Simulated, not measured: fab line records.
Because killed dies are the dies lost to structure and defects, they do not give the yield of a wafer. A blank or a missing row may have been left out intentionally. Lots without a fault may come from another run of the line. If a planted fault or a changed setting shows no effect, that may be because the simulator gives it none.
Chamber matching | flow nand-harc | rie-diel-12 running NHARC_A_CONTACT_DESCUM_74: 4 sister chambers
The step chemistry O2, time 3 s. 8 wafers are shown with their chamber, then 9 later ones without.

== EACH WAFER AND ITS CHAMBER ==
wafer  | chamber | drypump-motor-current-A (A) | showerhead-plenum-p-Torr (Torr)
L137.1 | 1       | 6.4                         | 1.84
L138.5 | 2       | 5.2                         | 1.91
L138.6 | 3       | 6.3                         | 1.88
L143.1 | 1       | 6.4                         | 1.83
L143.3 | 2       | 5.2                         | 1.91
L151.3 | 3       | 6.4                         | 1.88
L151.4 | 0       | 5.6                         | 2.07
L151.6 | 0       | 5.6                         | 2.07

== WAFERS MISSING THEIR CHAMBER ==
wafer  | drypump-motor-current-A (A) | showerhead-plenum-p-Torr (Torr)
L154.1 | 5.2                         | 1.90
L154.4 | 5.6                         | 2.07
L154.5 | 6.4                         | 1.83
L156.2 | 5.6                         | 2.07
L156.4 | 6.4                         | 1.83
L156.5 | 5.6                         | 2.07
L155.2 | 5.6                         | 2.07
L155.3 | 5.2                         | 1.90
L155.5 | 6.4                         | 1.87

== WHICH CHAMBER EACH WENT THROUGH ==
wafer  | from the rows above | in truth
L154.1 | 2                   | 2
L154.4 | 0                   | 0
L154.5 | 1                   | 1
L156.2 | 0                   | 0
L156.4 | 1                   | 1
L156.5 | 0                   | 0
L155.2 | 0                   | 0
L155.3 | 2                   | 2
L155.5 | 3                   | 3
9 of 9 placed correctly. From these rows, 0 cannot be placed. 0 placed wrongly.
How it was worked out, from the rows above alone: a wafer's distance from a chamber is the root of the sum, over the readings, of the square of ((its reading less the chamber's mean) divided by the reading's scatter). If the next closest chamber is less than 2 further off than the closest, the wafer can't be placed; otherwise it belongs to the closest. The mean given for a chamber averages the wafers shown for that chamber. The scatter: take each reading less its chamber's mean, square it, sum over the shown wafers, divide by the number of wafers less the number of chambers, and take the root.
